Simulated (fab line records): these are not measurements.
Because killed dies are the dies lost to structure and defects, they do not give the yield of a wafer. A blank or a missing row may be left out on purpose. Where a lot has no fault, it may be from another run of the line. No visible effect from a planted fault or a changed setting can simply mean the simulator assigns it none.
Comparing a struck lot with a sound one :: flow nand-harc :: 14 out of 1159 route steps
Sound: the wafers L810.4, L810.5, L810.6. Wafers L819.3, L819.4, L819.6 were the ones struck. The cause is given at the end.
Each step with rows lists, per side, the tool, then ch with its chambers, then its first start. Under that, the readings that differ: sound wafers :: struck wafers :: difference of the means :: sigmas: that difference in standard deviations of wafers without a fault.
alike: a reading whose means differ by less than 2 such deviations, as well as words and numbers matching on both sides. not compared: withheld readings; readings where some wafer has no value; bounds like >300 that might hide an equal value; numbers whose values overlap and for which the record gives no deviation.
The two part at a step that has a row with sigmas, a row that says differs or no value, or rows on one side only. Numbers that don't overlap but have no deviation are shown without sigmas and don't part them. Lack of a reading on every wafer of one side parts them only where that side has two or more wafers.

NHARC_A_ZERO_WELL_INSPECT_17:
  struck on defect-inspect-02, day 8 19:40; sound on defect-inspect-01, day 7 01:44
  alike: raw-defect-count
then, 3 steps without rows for these wafers: NHARC_A_SOURCE_PLATE_PRECLEAN_00 (cleans in HF-LAST, time 60 s); NHARC_A_SOURCE_PLATE_SRD_01; NHARC_A_SOURCE_PLATE_OXIDE_02 (material SiO2, target thk 10 nm, ox time 1362 s).
NHARC_A_SOURCE_PLATE_THK_MEAS_09: measures by ellipsometry.
  struck on film-metro-02, day 9 03:07; sound on film-metro-02, day 7 09:08
  alike: thk-nm
then, 3 steps without rows for these wafers: NHARC_A_SOURCE_PLATE_PVD_04 (deposits WSi2, target thk 50 nm); NHARC_A_SOURCE_PLATE_CVD_03 (deposits poly-Si, target thk 200 nm, time 4000 s); NHARC_A_SOURCE_PLATE_ANNEAL_05 (time 1800 s).
NHARC_A_SOURCE_PLATE_THK_MEAS_06: measures by ellipsometry.
  struck on film-metro-02, day 9 18:11; sound on film-metro-02, day 7 22:13
  alike: thk-nm
NHARC_A_SOURCE_PLATE_INSPECT_08:
  struck on defect-inspect-02, day 9 18:16; sound on defect-inspect-02, day 7 22:17
reading: raw-defect-count
sound: 128 70 142
struck: 44 34 44
difference: -73
sigmas: -3
NHARC_A_ONON_D1_DEP_00: target thk 1000 nm.
  sound on pecvd-onon-01 ch 0, day 7 22:31; struck on pecvd-onon-02 ch 0, day 9 18:27
NHARC_A_ONON_D1_THK_MEAS_02: measures by ellipsometry.
  struck on film-metro-01, day 9 18:51; sound on film-metro-02, day 7 22:51
reading: thk-nm (nm)
sound: 992 993 992
struck: 922 920 922
difference: -71
sigmas: -7
then, 2 steps without rows for these wafers: NHARC_A_ONON_D1_DEP_03 (target thk 1000 nm); NHARC_END_SORT_01.

== WHERE THEY PART ==
First at NHARC_A_SOURCE_PLATE_INSPECT_08; last, within this record, at NHARC_A_ONON_D1_THK_MEAS_02.

WHY: whatever the simulator had introduced
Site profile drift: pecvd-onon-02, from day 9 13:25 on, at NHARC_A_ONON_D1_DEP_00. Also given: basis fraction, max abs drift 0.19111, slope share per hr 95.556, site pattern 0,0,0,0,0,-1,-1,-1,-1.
